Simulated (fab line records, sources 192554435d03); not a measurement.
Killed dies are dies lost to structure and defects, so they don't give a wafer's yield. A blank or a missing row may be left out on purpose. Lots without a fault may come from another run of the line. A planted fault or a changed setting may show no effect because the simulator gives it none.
fab line records | flow n5_finfet | part 1 of 2: steps 1 to 4 of 6
record lots=23 wafers=69 last_day=17
route steps=1938 shown ZERO_LAYER@19 WELL_APT@43 FIN_SAQP@129
lots that met no fault: from a run of the same line without faults
start_h: hours from the record's first day to the start of the lot's first wafer shown | wait_h: hours since the lot's step before | " the same as in the row above | L1.1+2: a row that stands for several wafers | - no value, or no start given | * or withheld: withheld | < > ~ a bound
route shown NAME@n: a module of which the file shows steps, and the number in the route of the first | usual: mean/standard deviation of fault-free wafers | same: alike in all rows | chamber/n: place in a boat | sites: the reading at each site | _std_site: their standard deviation | _edge_site: outer sites' mean less inner sites' | radius_mm: how far each site lies from the wafer's centre | mask NAME#n: copy n | behind: the tool/chamber that last shaped the wafer | hold: why the lot was held/for how many hours/how that ended | device: the transistor (n, p or np) that didn't switch | end of line: the same wafers' tests at the end of the route | a step without rows: its recipe alone | killed: dies lost to structure and defects at the first sort, not the wafer's yield | map: a wafer's dies, x killed, . not, _ none there
set.NAME: the setting as run; set.NAME@STEP: as run at that earlier step | model.NAME: the simulator's own value behind a step, which no gauge read
steps of the route over a sample of lots; a table a step, a row a wafer
services: from which hour (start_h, from the record's first day; less than 0 if before it) a tool's chamber was out of use, for how many hours, and why
## steps
# step N5_ZERO_LAYER_INSPECT_20
# recipe inspect_instrument=darkfield mode=post_clean
# usual raw_defect_count=34/15
# columns lot.wafer tool chamber start_h wait_h raw_defect_count
L074.1 defect_inspect-01 - 13.27 0.0 27
L074.5 " - " " 44
L074.6 " - " " 29
L075.1 defect_inspect-01 - 19.38 0.0 29
L075.2 " - " " 30
L075.4 " - " " 92
L076.4 defect_inspect-02 - 25.40 0.0 16
L076.5 " - " " 34
L076.6 " - " " 46
L077.1 defect_inspect-02 - 31.39 0.0 28
L077.2 " - " " 23
L077.6 " - " " 19
L078.1 defect_inspect-01 - 37.38 0.0 37
L078.4 " - " " 17
L078.6 " - " " 27
L079.4 defect_inspect-02 - 43.38 0.0 21
L079.5 " - " " 61
L079.6 " - " " 17
L080.1 defect_inspect-01 - 49.29 0.0 41
L080.3 " - " " 35
L080.4 " - " " 38
L081.2 defect_inspect-01 - 55.34 0.0 35
L081.4 " - " " 39
L081.6 " - " " 33
L082.2 defect_inspect-01 - 61.29 0.0 100
L082.3 " - " " 48
L082.6 " - " " 61
L083.1 defect_inspect-01 - 67.41 0.0 40
L083.2 " - " " 21
L083.6 " - " " 35
L084.1 defect_inspect-02 - 73.26 0.0 30
L084.2 " - " " 29
L084.4 " - " " 29
L085.1 defect_inspect-01 - 79.25 0.0 26
L085.2 " - " " 27
L085.4 " - " " 21
L086.1 defect_inspect-01 - 85.59 0.0 25
L086.3 " - " " 20
L086.4 " - " " 45
L087.3 defect_inspect-01 - 91.26 0.0 21
L087.5 " - " " 33
L087.6 " - " " 48
L089.1 defect_inspect-02 - 103.38 0.0 50
L089.4 " - " " 45
L089.6 " - " " 30
L090.1 defect_inspect-01 - 109.30 0.0 17
L090.2 " - " " 24
L090.5 " - " " 35
L091.3 defect_inspect-02 - 115.42 0.0 32
L091.4 " - " " 55
L091.6 " - " " 38
L092.1 defect_inspect-01 - 121.46 0.0 24
L092.3 " - " " 40
L092.6 " - " " 14
L093.1 defect_inspect-02 - 127.68 0.0 76
L093.4 " - " " 46
L093.6 " - " " 72
L094.1 defect_inspect-01 - 133.38 0.0 45
L094.2 " - " " 32
L094.3 " - " " 42
L095.2 defect_inspect-02 - 139.45 0.0 31
L095.3 " - " " 26
L095.6 " - " " 14
L096.1 defect_inspect-02 - 145.39 0.0 55
L096.3 " - " " 33
L096.5 " - " " 40
L097.3 defect_inspect-01 - 151.51 0.0 33
L097.4 " - " " 59
L097.6 " - " " 52
# step N5_WELL_APT_CD_MEAS_25
# recipe target_cd_nm=200 landing_energy_ev=500 detector=se_inlens
# usual cd_nm=200.1/1.6
# columns lot.wafer tool chamber start_h wait_h cd_nm
L074.1 cd_sem-01 0 14.72 - 201.1
L074.5 " 0 " " 200.7
L074.6 " 0 " " 196.8
L075.1 cd_sem-03 0 21.23 - 197.7
L075.2 " 0 " " 199.2
L075.4 " 0 " " 198.4
L076.4 cd_sem-03 0 26.83 - 201.3
L076.5 " 0 " " 201.9
L076.6 " 0 " " 200.6
L077.1 cd_sem-01 0 32.96 - 198.0
L077.2 " 0 " " 198.2
L077.6 " 0 " " 198.2
L078.1 cd_sem-01 0 39.24 - 201.4
L078.4 " 0 " " 199.8
L078.6 " 0 " " 200.3
L079.4 cd_sem-01 0 45.08 - 200.4
L079.5 " 0 " " 202.4
L079.6 " 0 " " 201.3
L080.1 cd_sem-02 0 50.96 - 199.8
L080.3 " 0 " " 201.9
L080.4 " 0 " " 201.5
L081.2 cd_sem-03 0 57.05 - 198.4
L081.4 " 0 " " 199.5
L081.6 " 0 " " 200.0
L082.2 cd_sem-01 0 62.86 - 199.7
L082.3 " 0 " " 199.5
L082.6 " 0 " " 200.5
L083.1 cd_sem-02 0 68.85 - 198.8
L083.2 " 0 " " 198.0
L083.6 " 0 " " 199.2
L084.1 cd_sem-02 0 75.04 - 202.1
L084.2 " 0 " " 202.5
L084.4 " 0 " " 203.7
L085.1 cd_sem-03 0 80.80 - 201.0
L085.2 " 0 " " 200.1
L085.4 " 0 " " 201.2
L086.1 cd_sem-01 0 87.19 - 196.3
L086.3 " 0 " " 194.6
L086.4 " 0 " " 196.8
L087.3 cd_sem-02 0 92.69 - 200.5
L087.5 " 0 " " 202.1
L087.6 " 0 " " 201.9
L089.1 cd_sem-02 0 105.05 - 201.6
L089.4 " 0 " " 200.6
L089.6 " 0 " " 201.8
L090.1 cd_sem-01 0 110.84 - 198.0
L090.2 " 0 " " 201.0
L090.5 " 0 " " 199.3
L091.3 cd_sem-02 0 116.97 - 199.7
L091.4 " 0 " " 200.4
L091.6 " 0 " " 201.2
L092.1 cd_sem-01 0 123.55 - 201.6
L092.3 " 0 " " 201.6
L092.6 " 0 " " 200.5
L093.1 cd_sem-01 0 129.25 - 198.8
L093.4 " 0 " " 201.0
L093.6 " 0 " " 201.0
L094.1 cd_sem-02 0 135.09 - 201.7
L094.2 " 0 " " 199.6
L094.3 " 0 " " 201.6
L095.2 cd_sem-02 0 140.88 - 201.3
L095.3 " 0 " " 200.9
L095.6 " 0 " " 200.3
L096.1 cd_sem-02 0 146.83 - 201.3
L096.3 " 0 " " 201.4
L096.5 " 0 " " 201.0
L097.3 cd_sem-01 0 153.18 - 200.0
L097.4 " 0 " " 201.1
L097.6 " 0 " " 200.4
# step N5_WELL_APT_OVL_MEAS_26
# recipe points_per_wafer=44
# usual PWELL_OVL=-1/5.2
# same points_per_wafer=44
# columns lot.wafer tool chamber start_h wait_h PWELL_OVL[nm]
L074.1 overlay-01 0 14.75 0.0 6
L074.5 " 0 " " -2
L074.6 " 0 " " -5
L075.1 overlay-01 0 21.26 0.0 -2
L075.2 " 0 " " -3
L075.4 " 0 " " -4
L076.4 overlay-01 0 26.86 0.0 -4
L076.5 " 0 " " -4
L076.6 " 0 " " -5
L077.1 overlay-02 0 33.00 0.0 4
L077.2 " 0 " " -1
L077.6 " 0 " " 1
L078.1 overlay-01 0 39.27 0.0 4
L078.4 " 0 " " 1
L078.6 " 0 " " -4
L079.4 overlay-02 0 45.11 0.0 10
L079.5 " 0 " " -7
L079.6 " 0 " " 7
L080.1 overlay-02 0 50.99 0.0 8
L080.3 " 0 " " 1
L080.4 " 0 " " 6
L081.2 overlay-01 0 57.08 0.0 -2
L081.4 " 0 " " 10
L081.6 " 0 " " 4
L082.2 overlay-02 0 62.89 0.0 9
L082.3 " 0 " " -5
L082.6 " 0 " " 6
L083.1 overlay-01 0 68.88 0.0 3
L083.2 " 0 " " -6
L083.6 " 0 " " -3
L084.1 overlay-01 0 75.07 0.0 4
L084.2 " 0 " " 3
L084.4 " 0 " " -4
L085.1 overlay-01 0 80.83 0.0 -7
L085.2 " 0 " " 0
L085.4 " 0 " " 3
L086.1 overlay-02 0 87.22 0.0 -4
L086.3 " 0 " " 2
L086.4 " 0 " " -4
L087.3 overlay-02 0 92.71 0.0 5
L087.5 " 0 " " 4
L087.6 " 0 " " 4
L089.1 overlay-01 0 105.08 0.0 6
L089.4 " 0 " " 7
L089.6 " 0 " " 7
L090.1 overlay-01 0 110.87 0.0 2
L090.2 " 0 " " 3
L090.5 " 0 " " 7
L091.3 overlay-01 0 117.00 0.0 1
L091.4 " 0 " " -9
L091.6 " 0 " " -4
L092.1 overlay-01 0 123.58 0.0 -9
L092.3 " 0 " " -6
L092.6 " 0 " " -10
L093.1 overlay-02 0 129.28 0.0 -3
L093.4 " 0 " " 0
L093.6 " 0 " " -7
L094.1 overlay-01 0 135.12 0.0 -4
L094.2 " 0 " " 5
L094.3 " 0 " " 0
L095.2 overlay-01 0 140.91 0.0 -9
L095.3 " 0 " " -4
L095.6 " 0 " " -1
L096.1 overlay-02 0 146.86 0.0 -1
L096.3 " 0 " " 0
L096.5 " 0 " " 0
L097.3 overlay-02 0 153.21 0.0 -12
L097.4 " 0 " " -7
L097.6 " 0 " " -12
# step N5_FIN_SAQP_ETCH_57
# recipe chemistry=CH3F/O2 target=SiNx mask_material=SiO2 target_depth_a=325 time_s=46.4 pressure_mtorr=30 source_w=395 bias_w=73 Ar_flow_sccm=150 CH3F_flow_sccm=30 O2_flow_sccm=20 ion_energy_ev=120 ends=cleared
# usual drypump_motor_current_A=5.5/0.43 etch_rf_on_time_s=46.4/0.9 oes_product_au=0.68/0.08 rf_fwd_power_W=387.8/1.5 rf_vpp_V=297/3.3 showerhead_plenum_p_Torr=2.01/0.061 throttle_valve_pct=16.50/0.2
# columns lot.wafer tool chamber start_h wait_h drypump_motor_current_A etch_rf_on_time_s oes_product_au rf_fwd_power_W rf_hours_counter_h rf_vpp_V showerhead_plenum_p_Torr throttle_valve_pct
L074.1 rie_diel-01 3 23.44 0.0 6.2 45.3 0.77 389.8 38 302 2.12 16.53
L074.5 " 2 " " 5.6 45.6 0.59 389.3 - 299 1.89 16.25
L074.6 " 3 " " 6.2 47.1 0.76 388.1 - 301 2.12 16.55
L075.1 rie_diel-04 2 29.93 0.0 5.7 47.4 0.61 387.5 218 296 2.05 16.81
L075.2 " 0 " " 5.5 47.8 0.58 389.4 237 297 2.06 16.79
L075.4 " 3 " " 5.4 46.7 0.77 388.3 29 294 2.04 16.33
L076.4 rie_diel-01 1 37.85 0.3 6.1 46.2 0.71 388.4 65 293 1.95 16.48
L076.5 " 2 " " 5.6 44.9 0.59 390.5 - 299 1.89 16.24
L076.6 " 1 " " 6.0 45.5 0.71 389.8 - 294 1.95 16.46
L077.1 rie_diel-02 0 42.08 0.2 5.6 46.7 0.67 388.6 127 294 2.01 16.56
L077.2 " 2 " " 5.0 46.2 0.65 389.8 129 293 1.93 16.63
L077.6 " 2 " " 5.0 46.1 0.66 388.0 - 292 1.93 16.63
L078.1 rie_diel-01 0 47.92 0.0 5.9 45.6 0.60 387.4 221 299 2.06 16.54
L078.4 " 3 " " 6.2 46.3 0.75 385.8 47 302 2.12 16.57
L078.6 " 0 " " 6.0 47.1 0.60 388.0 - 299 2.06 16.53
L079.4 rie_diel-01 1 55.22 0.1 6.1 46.8 0.71 389.4 71 295 1.94 16.48
L079.5 " 1 " " 6.1 45.8 0.70 389.4 - 294 1.94 16.49
L079.6 " 2 " " 5.6 46.9 0.59 391.0 - 300 1.89 16.25
L080.1 rie_diel-04 1 60.58 0.0 4.7 46.7 0.61 386.1 195 298 1.98 16.53
L080.3 " 2 " " 5.6 47.6 0.61 385.6 228 296 2.05 16.84
L080.4 " 3 " " 5.4 45.7 0.75 387.1 40 294 2.04 16.34
L081.2 rie_diel-02 1 67.47 0.0 5.4 47.2 0.58 388.2 231 301 1.97 16.49
L081.4 " 3 " " 4.9 47.3 0.67 385.4 118 301 2.02 16.30
L081.6 " 0 " " 5.6 48.1 0.67 389.4 - 294 2.01 16.58
L082.2 rie_diel-04 2 71.76 0.0 5.7 47.9 0.60 386.1 232 296 2.05 16.85
L082.3 " 1 " " 4.7 47.7 0.61 388.4 200 299 1.98 16.56
L082.6 " 1 " " 4.8 47.7 0.61 389.8 - 299 1.98 16.55
L083.1 rie_diel-04 3 78.20 0.0 5.4 45.1 0.74 387.1 48 294 2.04 16.35
L083.2 " 2 " " 5.7 47.0 0.60 385.0 236 296 2.05 16.86
L083.6 " 3 " " 5.4 46.2 0.74 386.7 - 294 2.04 16.34
L084.1 rie_diel-04 2 83.91 0.0 5.6 47.5 0.59 386.3 239 294 2.05 16.85
L084.2 " 3 " " 5.4 45.7 0.74 385.4 52 294 2.04 16.36
L084.4 " 3 " " 5.4 46.6 0.73 384.5 - 295 2.04 16.35
L085.1 rie_diel-02 1 91.64 0.0 5.3 46.9 0.58 388.6 239 300 1.97 16.51
L085.2 " 2 " " 5.0 46.8 0.63 388.6 146 294 1.92 16.67
L085.4 " 0 " " 5.6 47.1 0.66 387.8 145 293 2.00 16.62
L086.1 rie_diel-04 3 96.35 0.0 5.4 45.6 0.73 388.4 56 295 2.03 16.37
L086.3 " 0 " " 5.5 43.7 0.85 389.7 3 303 2.05 16.35
L086.4 " 1 " " 4.7 46.5 0.60 389.3 204 298 1.98 16.54
L087.3 rie_diel-02 1 104.06 0.0 5.3 46.9 0.57 387.8 244 301 1.97 16.54
L087.5 " 2 " " 5.0 47.0 0.63 386.9 - 292 1.92 16.65
L087.6 " 3 " " 4.9 47.0 0.65 386.8 - 303 2.01 16.34
L089.1 rie_diel-01 2 114.70 0.0 5.6 46.2 0.85 389.9 1 304 2.13 15.82
L089.4 " 0 " " 6.0 47.1 0.59 387.2 246 299 2.05 16.58
L089.6 " 0 " " 5.9 46.9 0.59 387.3 - 298 2.05 16.57
L090.1 rie_diel-04 1 120.12 0.0 4.7 46.8 0.60 388.2 214 297 1.98 16.59
L090.2 " 3 " " 5.4 46.0 0.72 388.0 66 295 2.03 16.39
L090.5 " 3 " " 5.4 46.9 0.72 387.8 - 295 2.03 16.38
L091.3 rie_diel-01 1 125.87 0.3 6.0 45.5 0.68 389.8 95 294 1.94 16.53
L091.4 " 3 " " 6.2 45.8 0.72 386.3 - 300 2.11 16.62
L091.6 " 2 " " 5.6 46.3 0.83 390.3 - 305 2.13 15.84
L092.1 rie_diel-02 2 132.60 0.0 4.9 46.8 0.62 386.1 163 294 1.92 16.68
L092.3 " 0 " " 5.6 46.6 0.65 388.4 161 294 2.00 16.63
L092.6 " 0 " " 5.6 48.4 0.64 388.8 - 294 2.00 16.63
L093.1 rie_diel-04 0 138.64 0.0 5.4 44.7 0.80 388.8 19 302 2.05 16.40
L093.4 " 3 " " 5.4 46.9 0.71 388.8 73 295 2.03 16.40
L093.6 " 0 " " 5.4 44.7 0.80 391.0 - 301 2.05 16.39
L094.1 rie_diel-02 2 144.89 0.1 5.0 46.1 0.62 389.0 167 294 1.92 16.72
L094.2 " 3 " " 4.9 45.7 0.64 386.7 148 302 2.01 16.36
L094.3 " 1 " " 5.4 47.0 0.83 388.0 3 302 1.96 16.05
L095.2 rie_diel-01 2 150.71 0.0 5.6 45.6 0.80 390.3 16 304 2.13 15.84
L095.3 " 1 " " 6.1 45.3 0.68 386.4 106 295 1.93 16.55
L095.6 " 0 " " 5.9 46.5 0.88 387.9 - 299 2.05 16.08
L096.1 rie_diel-04 1 156.34 0.1 4.8 46.8 0.60 389.7 224 298 1.97 16.59
L096.3 " 3 " " 5.4 45.8 0.71 387.3 80 295 2.03 16.40
L096.5 " 2 " " 5.6 46.5 0.81 387.5 - 294 2.04 16.43
L097.3 rie_diel-04 3 162.71 0.2 5.4 45.1 0.70 386.3 83 295 2.03 16.42
L097.4 " 2 " " 5.6 46.2 0.79 385.7 13 296 2.04 16.44
L097.6 " 2 " " 5.6 46.3 0.80 385.7 - 297 2.04 16.44
